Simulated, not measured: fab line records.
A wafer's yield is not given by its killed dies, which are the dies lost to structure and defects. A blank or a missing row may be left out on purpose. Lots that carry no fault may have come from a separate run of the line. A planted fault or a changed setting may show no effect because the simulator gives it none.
fab line records | flow nand_harc
record: lots: 14 wafers: 42 last_day: 33
route steps=1302 shown A_BLC@1136 A_M0@1149 END@1302
lots with no fault: from the same line, run without faults
start_h: the number of hours between the record's first day and the start of the first shown wafer of the lot | wait_h: time in hours since the lot's previous step | " as in the row above | L1.1+2: a row that stands for several wafers | - value missing, or start not given | * or withheld: withheld | < > ~ a bound
route shown NAME@n: a module of which the file shows steps, and the number in the route of the first | usual: average and standard deviation across the fault-free wafers | same: alike in all rows | chamber/n: place in a boat | sites: per-site readings | _std_site: standard deviation across them | _edge_site: mean of outer sites minus mean of inner sites | radius_mm: how far each site lies from the wafer's centre | mask NAME#n: copy n | behind: the most recent tool/chamber to have shaped the wafer | hold: cause of the lot's hold/its duration in hours/its outcome | device: the transistor (n, p or np) that didn't switch | end of line: the tests these same wafers got at the end of their route | where a step has no rows: the recipe by itself | killed: the dies lost at the first sort to structure and to defects; this is not the yield of the wafer | map: shows each die of a wafer: x if killed, . if not, _ if none is there
set.NAME: the setting the step ran with; set.NAME@STEP: the setting that earlier step ran with | model.NAME: the simulator's own value behind a step, which no gauge read
the route's steps for a sample of lots (tables are steps, rows are wafers)
services: the hour from which a tool's chamber was out of use, counted from the record's first day as start_h (under 0 if before that day), plus the number of hours and why
== steps ==
step: NHARC_A_BLC_INSPECT_28
usual: raw_defect_count: 565/150
columns lot.wafer tool chamber start_h wait_h raw_defect_count
L449.2 defect_inspect-01 - 533.61 0.1 732
L449.3 " - " " 674
L449.5 " - " " 431
L448.3 defect_inspect-01 - 536.94 0.1 865
L448.4 " - " " 780
L448.5 " - " " 1066
L447.2 defect_inspect-01 - 541.66 0.1 478
L447.4 " - " " 667
L447.5 " - " " 515
L451.1 defect_inspect-01 - 558.20 0.1 937
L451.3 " - " " 647
L451.4 " - " " 742
L453.1 defect_inspect-01 - 577.95 0.1 568
L453.2 " - " " 498
L453.3 " - " " 542
L455.2 defect_inspect-02 - 595.29 0.1 665
L455.4 " - " " 526
L455.6 " - " " 588
L456.2 defect_inspect-01 - 618.94 0.1 848
L456.4 " - " " 571
L456.6 " - " " 944
L457.4 defect_inspect-02 - 621.61 0.1 363
L457.5 " - " " 624
L457.6 " - " " 591
L461.1 defect_inspect-01 - 670.31 0.1 596
L461.3 " - " " 578
L461.6 " - " " 511
L463.2 defect_inspect-01 - 677.50 0.1 565
L463.3 " - " " 439
L463.6 " - " " 522
L464.1 defect_inspect-02 - 678.54 0.1 532
L464.3 " - " " 484
L464.6 " - " " 544
L467.2 defect_inspect-01 - 722.81 0.1 519
L467.3 " - " " 551
L467.5 " - " " 598
L469.3 defect_inspect-01 - 753.42 0.1 486
L469.4 " - " " 782
L469.6 " - " " 451
L468.3 defect_inspect-01 - 754.29 0.1 692
L468.5 " - " " 508
L468.6 " - " " 494
step: NHARC_A_M0_INSPECT_11
usual: raw_defect_count: 94/39
columns lot.wafer tool chamber start_h wait_h raw_defect_count
L449.2 defect_inspect-01 - 534.51 0.0 22
L449.3 " - " " 22
L449.5 " - " " 20
L448.3 defect_inspect-01 - 537.97 0.0 102
L448.4 " - " " 100
L448.5 " - " " 114
L447.2 defect_inspect-01 - 542.56 0.0 100
L447.4 " - " " 102
L447.5 " - " " 100
L451.1 defect_inspect-02 - 559.22 0.0 164
L451.3 " - " " 151
L451.4 " - " " 150
L453.1 defect_inspect-02 - 578.97 0.0 117
L453.2 " - " " 135
L453.3 " - " " 116
L455.2 defect_inspect-01 - 596.45 0.0 136
L455.4 " - " " 161
L455.6 " - " " 115
L456.2 defect_inspect-01 - 619.96 0.0 118
L456.4 " - " " 116
L456.6 " - " " 128
L457.4 defect_inspect-02 - 622.62 0.0 48
L457.5 " - " " 43
L457.6 " - " " 46
L461.1 defect_inspect-02 - 671.33 0.0 153
L461.3 " - " " 144
L461.6 " - " " 140
L463.2 defect_inspect-01 - 678.53 0.0 92
L463.3 " - " " 96
L463.6 " - " " 98
L464.1 defect_inspect-01 - 679.57 0.0 96
L464.3 " - " " 108
L464.6 " - " " 121
L467.2 defect_inspect-02 - 723.86 0.0 36
L467.3 " - " " 44
L467.5 " - " " 37
L469.3 defect_inspect-01 - 754.47 0.0 52
L469.4 " - " " 62
L469.6 " - " " 64
L468.3 defect_inspect-01 - 755.31 0.0 110
L468.5 " - " " 106
L468.6 " - " " 92
step: NHARC_A_M0_PVD_21
recipe: target_thk_a: 300 chamber_pressure_pa: 5 power_w: 5000 substrate_temp_c: 30 time_s: 20.49 material: Cu
usual: throttle_valve_pct: 30.4/0.74
columns lot.wafer tool chamber start_h wait_h throttle_valve_pct
L449.3 pvd_sputter-01 - - - 31.3
L449.2 " - " " 31.5
L449.5 " - " " 29.7
L448.4 pvd_sputter-01 - - - 30.9
L448.3 " - " " 30.6
L448.5 " - " " 31.5
L447.2 pvd_sputter-03 - - - 29.5
L447.4 " - " " 30.0
L447.5 " - " " 29.1
L451.4 pvd_sputter-03 - - - 30.5
L451.1 " - " " 31.6
L451.3 " - " " 29.8
L453.2 pvd_sputter-01 - - - 30.9
L453.1 " - " " 31.3
L453.3 " - " " 30.9
L455.4 pvd_sputter-02 - - - 30.5
L455.2 " - " " 30.3
L455.6 " - " " 31.0
L456.4 pvd_sputter-02 - - - 30.2
L456.2 " - " " 30.5
L456.6 " - " " 30.2
L457.4 pvd_sputter-03 - - - 29.2
L457.6 " - " " 31.7
L457.5 " - " " 30.2
L461.1 pvd_sputter-01 - - - 31.2
L461.3 " - " " 30.0
L461.6 " - " " 29.0
L463.3 pvd_sputter-03 - - - 29.2
L463.2 " - " " 29.6
L463.6 " - " " 31.5
L464.1 pvd_sputter-01 - - - 29.1
L464.3 " - " " 31.0
L464.6 " - " " 29.0
L467.3 pvd_sputter-01 - - - 30.3
L467.2 " - " " 31.0
L467.5 " - " " 29.3
L469.3 pvd_sputter-01 - - - 30.0
L469.4 " - " " 29.2
L469.6 " - " " 30.3
L468.3 pvd_sputter-03 - - - 29.7
L468.6 " - " " 31.8
L468.5 " - " " 29.8
step: NHARC_A_M0_ECD_22
recipe: target_thk_a: 4000 bath_temp_c: 25 material: Cu
columns lot.wafer tool chamber start_h wait_h
L449.2+3+5 ecd_cu-01 0,1,1 535.92 -
L448.4+3+5 ecd_cu-01 0,1,1 539.45 -
L447.2+4+5 ecd_cu-02 0,1,1 543.95 -
L451.1+4+3 ecd_cu-02 0,0,1 560.56 -
L453.1+2+3 ecd_cu-01 1,0,1 580.34 -
L455.2+4+6 ecd_cu-01 0 597.81 -
L456.2+4+6 ecd_cu-02 1,0,1 621.29 -
L457.4+5+6 ecd_cu-01 0,1,0 624.10 -
L461.1+3+6 ecd_cu-01 1,1,0 672.71 -
L463.2+3+6 ecd_cu-01 0 679.93 -
L464.1+3+6 ecd_cu-01 1,1,0 680.99 -
L467.2+3+5 ecd_cu-02 0,1,0 725.20 -
L469.3+4+6 ecd_cu-02 1,0,1 756.00 -
L468.3+5+6 ecd_cu-01 1,0,1 756.98 -
step: NHARC_A_M0_CMP_23
recipe: t_overpolish_s: 20 target_thk_nm: 113.75
usual: motor_current_A: 11.8/1.4 time_to_endpoint_s: 30.5/3
columns lot.wafer tool chamber start_h wait_h motor_current_A time_to_endpoint_s
L449.3 cmp-02 1 536.65 - 10.3 34.1
L449.2 " 2 " " 13.1 30.1
L449.5 " 0 " " 11.3 33.1
L448.4 cmp-02 1 540.07 - 10.3 33.5
L448.3 " 3 " " 14.2 32.4
L448.5 " 2 " " 14.4 29.7
L447.4 cmp-02 2 544.61 - 13.9 27.4
L447.2 " 0 " " 10.8 32.7
L447.5 " 3 " " 14.0 31.8
L451.1 cmp-01 2 561.28 - 12.9 31.2
L451.3 " 3 " " 11.2 30.0
L451.4 " 0 " " 10.0 32.6
L453.2 cmp-02 1 581.08 - 10.1 31.4
L453.1 " 2 " " 13.9 29.0
L453.3 " 3 " " 13.6 32.2
L455.2 cmp-01 0 598.56 - 11.1 32.4
L455.4 " 1 " " 11.5 29.2
L455.6 " 0 " " 10.8 31.8
L456.4 cmp-04 3 622.02 - 14.2 26.3
L456.2 " 0 " " 10.6 23.3
L456.6 " 3 " " 13.6 23.5
L457.4 cmp-01 0 624.68 - 10.7 34.2
L457.6 " 0 " " 11.4 33.5
L457.5 " 1 " " 11.9 30.0
L461.1 cmp-02 1 673.43 - 10.2 44.0
L461.3 " 3 " " 13.8 43.1
L461.6 " 2 " " 13.8 37.3
L463.3 cmp-02 2 680.60 - 13.8 39.5
L463.2 " 0 " " 10.6 42.1
L463.6 " 2 " " 14.0 38.0
L464.1 cmp-01 0 681.68 - 10.9 44.8
L464.3 " 1 " " 12.1 43.0
L464.6 " 0 " " 11.1 44.5
L467.3 cmp-04 1 725.92 - 10.7 29.1
L467.2 " 3 " " 13.2 24.9
L467.5 " 1 " " 11.5 26.4
L469.3 cmp-01 0 756.93 - 11.2 31.4
L469.4 " 3 " " 11.5 24.9
L469.6 " 1 " " 12.3 27.0
L468.3 cmp-02 3 757.93 - 13.5 31.8
L468.6 " 1 " " 10.4 30.2
L468.5 " 2 " " 14.3 28.2
step: NHARC_END_SORT_01
recipe: temp_c: 25
usual: defect_limited_yield: 90.9/2.7 killed_at_array: 57/19 killed_at_other: 0.9/1.1 killed_at_periphery: 4.0/2.6 killed_dies: 62/19 killed_open: 3.3/1.8 killed_short: 2.4/1.7
same: gross_dies: 677
columns lot.wafer tool chamber start_h wait_h defect_limited_yield[%] killed_at_array killed_at_other killed_at_periphery killed_dies killed_open killed_short
L453.2 prober-02 0 619.04 2.8 88.0 79 0 2 81 4 0
L453.3 prober-02 0 619.84 3.1 87.9 78 3 1 82 5 1
L455.2 prober-02 0 636.03 2.8 88.6 69 3 5 77 0 5
L455.4 prober-02 0 637.64 3.4 85.5 93 2 3 98 4 3
L455.6 prober-02 0 639.25 4.0 89.1 69 2 3 74 4 6
L456.2 prober-02 0 659.64 2.8 90.5 64 0 0 64 4 1
L456.4 prober-02 0 661.23 3.4 88.9 70 2 3 75 5 4
L456.6 prober-02 0 662.82 4.0 89.8 67 0 2 69 5 2
L457.4 prober-01 0 661.23 3.4 93.2 41 2 3 46 3 6
L457.5 prober-01 0 662.03 3.7 95.4 31 0 0 31 1 2
L457.6 prober-01 0 662.83 4.0 92.8 44 0 5 49 4 2
killed by level:class
L453.2 A_SLIT:chamber_film_flake=41 A_CHANNEL_HOLE_D2:chamber_film_flake=30 A_BLC:geometric_particle:open=2 P_M0:geometric_particle:open=1 P_M1:geometric_particle:open=1 A_CHANNEL_HOLE_D1:chamber_film_flake=1 A_CHANNEL_FILL_D2:chamber_film_flake=1 A_BONDPAD:chamber_film_flake=1
L453.3 A_SLIT:chamber_film_flake=30 A_CHANNEL_HOLE_D2:chamber_film_flake=25 A_CONTACT:chamber_film_flake=5 A_STAIRCASE:chamber_film_flake=3 A_WL_FILL:chamber_film_flake=3 THIN_TSV:chamber_film_flake=3 A_BLC:geometric_particle:open=2 A_ZERO_WELL:chamber_film_flake=2
L455.2 A_CHANNEL_HOLE_D1:chamber_film_flake=33 A_SLIT:chamber_film_flake=14 A_CHANNEL_HOLE_D2:chamber_film_flake=11 A_ZERO_WELL:chamber_film_flake=3 THIN_TSV:chamber_film_flake=3 A_CHANNEL_FILL_D2:geometric_particle:short=2 P_ZERO_WELL:chamber_film_flake=2 A_DECK1_JOINT:chamber_film_flake=2
L455.4 A_CHANNEL_HOLE_D1:chamber_film_flake=36 A_SLIT:chamber_film_flake=25 A_CHANNEL_HOLE_D2:chamber_film_flake=7 A_CONTACT:chamber_film_flake=6 A_STAIRCASE:chamber_film_flake=4 A_CHANNEL_FILL_D1:chamber_film_flake=3 A_CHANNEL_FILL_D2:geometric_particle:short=2 A_M0:geometric_particle:open=2
L455.6 A_CHANNEL_HOLE_D1:chamber_film_flake=33 A_SLIT:chamber_film_flake=18 A_CHANNEL_HOLE_D2:chamber_film_flake=7 A_ZERO_WELL:chamber_film_flake=2 A_CONTACT:chamber_film_flake=2 P_GATE:geometric_particle:short=1 P_M0:geometric_particle:short=1 A_ONON_D1:geometric_particle:open=1
L456.2 A_CHANNEL_HOLE_D1:chamber_film_flake=34 A_SLIT:chamber_film_flake=14 A_STAIRCASE:chamber_film_flake=4 A_M0:geometric_particle:open=3 A_CHANNEL_HOLE_D2:unspecified=3 A_CHANNEL_HOLE_D2:chamber_film_flake=2 A_ONON_D1:geometric_particle:open=1 A_CHANNEL_FILL_D1:geometric_particle:short=1
L456.4 A_CHANNEL_HOLE_D1:chamber_film_flake=27 A_SLIT:chamber_film_flake=24 A_CONTACT:chamber_film_flake=3 A_ZERO_WELL:chamber_film_flake=2 A_DECK1_JOINT:chamber_film_flake=2 A_CHANNEL_HOLE_D2:chamber_film_flake=2 A_STAIRCASE:chamber_film_flake=2 P_CONTACT:geometric_particle:open=1
L457.4 A_CHANNEL_HOLE_D2:chamber_film_flake=17 A_CONTACT:chamber_film_flake=6 A_CHANNEL_HOLE_D1:chamber_film_flake=5 A_ONON_D1:geometric_particle:short=4 A_STAIRCASE:chamber_film_flake=4 P_ZERO_WELL:chamber_film_flake=3 A_ONON_D1:geometric_particle:open=1 A_WL_FILL:geometric_particle:short=1
L457.5 A_CHANNEL_HOLE_D2:chamber_film_flake=16 A_STAIRCASE:chamber_film_flake=10 A_CONTACT:chamber_film_flake=2 A_ONON_D1:geometric_particle:open=1 A_CHANNEL_FILL_D1:geometric_particle:short=1 A_WL_FILL:geometric_particle:short=1
L456.6 A_SLIT:chamber_film_flake=28 A_CHANNEL_HOLE_D1:chamber_film_flake=23 A_STAIRCASE:chamber_film_flake=3 A_CONTACT:chamber_film_flake=2 A_DECK1_JOINT:chamber_film_flake=2 A_CHANNEL_HOLE_D2:chamber_film_flake=2 P_STI:geometric_particle:open=1 P_CONTACT:geometric_particle:short=1
L457.6 A_CHANNEL_HOLE_D2:chamber_film_flake=15 A_STAIRCASE:chamber_film_flake=8 A_CHANNEL_HOLE_D1:chamber_film_flake=5 A_CONTACT:chamber_film_flake=5 P_ZERO_WELL:chamber_film_flake=2 A_CHANNEL_FILL_D2:chamber_film_flake=2 A_SLIT:chamber_film_flake=2 P_CONTACT:geometric_particle:short=1
== services ==
columns tool chamber start_h hours kind
ecd_cu-01 - 512.00 8.0 pm
pvd_sputter-03 - 526.00 10.0 pm
cmp-02 - 528.09 4.0 pm
ecd_cu-01 - 550.53 15.3 repair
cmp-02 - 550.62 2.5 repair
ecd_cu-02 - 575.22 2.5 repair
cmp-01 - 577.67 4.0 pm
cmp-01 - 583.25 4.4 repair
pvd_sputter-01 - 590.51 10.0 pm
cmp-02 - 593.44 0.8 repair
ecd_cu-02 - 596.00 8.0 pm
cmp-04 - 601.26 4.0 pm
cmp-02 - 624.68 2.9 repair
cmp-02 - 627.60 4.0 pm
cmp-02 - 666.15 0.5 repair
ecd_cu-01 - 666.52 1.1 repair
cmp-01 - 675.67 4.0 pm
ecd_cu-01 - 688.00 8.0 pm
cmp-02 - 695.51 0.7 repair
pvd_sputter-03 - 704.00 10.0 pm
cmp-02 - 725.60 4.0 pm
cmp-01 - 731.00 4.3 repair
pvd_sputter-03 - 745.69 1.0 repair
cmp-02 - 750.72 0.2 repair
== key ==
first_sign: step: NHARC_A_M0_CMP_23 reading: time_to_endpoint_s direction: up sigmas: 3.8 usual: * struck: *
effect none on later readings
met_at NHARC_A_M0_ECD_22
struck_lots L461,L463,L464
not_acting_at NHARC_A_BLC_INSPECT_28,NHARC_A_M0_INSPECT_11,NHARC_A_M0_PVD_21
onset_between 624.10 672.71
fault: kind: process_parameter_drift tool: ecd_cu-01 chamber: - onset_h: 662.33 steps: NHARC_A_M0_ECD_22 channel: target_thk_a offset: * shape: step end_h: 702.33 acts_in: * stated: *
